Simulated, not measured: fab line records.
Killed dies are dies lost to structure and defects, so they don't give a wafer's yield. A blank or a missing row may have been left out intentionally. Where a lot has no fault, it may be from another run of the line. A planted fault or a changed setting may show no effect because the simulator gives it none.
The same fault as seen by 2 desks    flow nand-harc    every desk sees just its own numbers, and what lay behind them comes last

## THE DEFECT DESK
Per lot, the means of the sampled wafers with a number show what the inspections along the route counted. The brackets show how far a lot's mean lies from the usual mean; more than 4 standard deviations puts the lot out of limits, marked OUT.
Columns: A = raw-defect-count at NHARC_A_START_INSPECT_01, usual 3.6
lot   first seen here  A
L424  day 6 19:41      3.3
L425  day 7 03:51      4.3
L426  day 7 18:59      2.0
L427  day 7 20:05      4.0
L431  day 9 23:03      4.0
L432  day 10 05:49     6.0
L433  day 10 16:11     5.0
L435  day 11 01:47     2.0
L440  day 13 11:58     4.3
L441  day 13 20:43     4.7
L443  day 14 12:57     3.3
L444  day 15 02:52     3.3
L446  day 15 22:41     2.7
This desk's finding: nothing out of limits on any of the 13 lots.

## AT THE METROLOGY DESK
Means of the sampled wafers that have a number, per lot and without regard to the tool the lot ran on: this is what the gauges read. The brackets show how far a lot's mean lies from the usual mean; more than 4 standard deviations puts the lot out of limits, marked OUT.
Columns: A = thk-nm at NHARC_A_ONON_D1_THK_MEAS_02, usual 1003 nm; B = thk-nm at NHARC_A_ONON_D1_THK_MEAS_05, usual 1001 nm
lot   first seen here  A                B
L424  day 7 21:29      995              982
L425  day 8 03:05      1004             1005
L427  day 8 17:42      1017             1019
L426  day 8 17:43      1007             1002
L431  day 10 20:52     981              990
L432  day 11 07:19     1016             1011
L433  day 11 14:58     1108 (+10) OUT   1003
L435  day 11 23:38     1087 (+8.4) OUT  993
L440  day 14 11:34     1019             1005
L441  day 15 07:21     998              988
L443  day 15 11:00     1005             1022
L444  day 16 01:37     1006             987
L446  day 16 22:03     1016             990
This desk's finding: out of limits on L433, L435; first on L433, day 11 14:58 (thk-nm at NHARC_A_ONON_D1_THK_MEAS_02). L424, L425, L427, L426, L431, L432, L440, L441, L443, L444, L446 stayed within limits.

## TAKEN TOGETHER
The metrology desk could have raised an alarm at day 11 14:58, on L433, L435.
No out-of-limits result turned up at the defect desk.
The defect desk has L433, L435 on record, within its limits.
Every lot named ran NHARC_A_ONON_D1_DEP_00 on pecvd-onon-02.

## WHAT THE SIMULATOR HAD INSERTED
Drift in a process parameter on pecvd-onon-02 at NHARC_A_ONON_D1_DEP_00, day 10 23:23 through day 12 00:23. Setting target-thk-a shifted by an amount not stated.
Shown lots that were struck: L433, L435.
Hours from the fault's start to each desk's first reading out of limits: the metrology desk, 16.
